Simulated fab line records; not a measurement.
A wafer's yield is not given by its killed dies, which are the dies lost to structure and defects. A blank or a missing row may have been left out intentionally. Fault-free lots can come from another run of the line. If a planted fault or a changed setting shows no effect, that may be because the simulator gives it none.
Code-filled problem report in 8D (eight disciplines) form    flow nand-harc    the parts of the form that need people (team, actions taken, sign-off) are left out

1. WHAT WENT WRONG
Wafers without a fault read 24, standard deviation 8.7; killed-at-array at NHARC_END_SORT_01 reads a mean of 86 on 3 wafers belonging to 2 lots. That puts it +7.1 standard deviations away from the usual mean.
Earliest sighting: wafer L374.3 on prober-02 at day 21 18:23. The record holds 6 wafers of 2 lots with a number at this step. Rule for "out", or "out of limits": more than 4 standard deviations from the usual mean. The other wafers with a number count as sound.

2. WHAT THIS IS AND IS NOT
question                     is                            is not
which readings at this step  killed-at-array, killed-dies  killed-at-other, killed-at-periphery, killed-short
which lots                   L374, L377                    -
which wafers of those lots   L374.3, L377.1, L377.5        L374.1, L374.4, L377.6
read on which gauges         prober-01, prober-02          -
when                         from day 21 18:23             up to then (1 sound wafer); but 2 sound wafers of L374, L377 came after

3. WHAT RULES OUT EACH SUSPECT
Counting: a tool at a process step up to the reading stays a suspect if it ran every lot that is out. Sound lots after the first of them don't rule it out here, since some wafers of a struck lot are sound.
- the gauge at NHARC_END_SORT_01 has been ruled out. The wafers that are out were read on 2 gauges (prober-01, prober-02).
- har-cap-etch-03 at NHARC_A_CONTACT_ETCH_112 (etches the open film in C4F8/O2/Ar, time 94 s, target depth 922 nm): kept. It ran every lot that is out, first L374 (day 19 00:01).
- rie-diel-05 at NHARC_A_BONDPAD_ETCH_34 (etches the open film in N2/H2, target depth 60 nm, overetch 18 nm, time 65.91 s): kept. It ran every lot that is out, first L374 (day 20 09:35).
- rie-diel-05 at NHARC_A_BONDPAD_ETCH_12 (etches the open film in CHF3/O2, target depth 220 nm, time 110 s): kept. It ran every lot that is out, first L374 (day 21 16:46). Because NHARC_A_BONDPAD_ETCH_12 lacks a start for some lots, the hours and order of its lots are taken from NHARC_END_SORT_01.
- Within har-cap-etch-03 at NHARC_A_CONTACT_ETCH_112: the wafers that are out ran in chamber 0; their sound lot-mates ran in chamber 1.
Still standing after the count: har-cap-etch-03 at NHARC_A_CONTACT_ETCH_112, rie-diel-05 at NHARC_A_BONDPAD_ETCH_34, rie-diel-05 at NHARC_A_BONDPAD_ETCH_12.

4. THE CAUSE (what the simulator had put in)
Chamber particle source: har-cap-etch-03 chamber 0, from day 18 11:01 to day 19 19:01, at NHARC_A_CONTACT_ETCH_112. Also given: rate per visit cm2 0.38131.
After counting, 3 suspects remain, this tool included.

5. SEQUENCE OF EFFECTS, ordered by route
One row per reading whose mean, taken over the struck wafers that have a number, lies over 3 standard deviations from the usual. Readings are gone through only where the record gives a usual standard deviation; hours: the median, over the lots, of the time from a lot's start at the first step in this table giving one to that lot's start at this step; sigmas: the change measured in usual standard deviations.
hours  step               reading          usual  on struck wafers  change  sigmas
0      NHARC_END_SORT_01  killed-at-array  24     86                +62     +7.1
0      NHARC_END_SORT_01  killed-dies      28     91                +63     +7.1

6. WHAT WOULD HAVE CAUGHT IT SOONER
Counted from the fault's start at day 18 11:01, it took 79 hours until the first out-of-limits reading at a measuring or inspecting step in this record, taken at day 21 18:23.
Each of the lots that are out, 2 in all, had begun NHARC_A_CONTACT_ETCH_112 on har-cap-etch-03 no later than day 21 18:23. Tool hold at that time: it would have spared none of them.
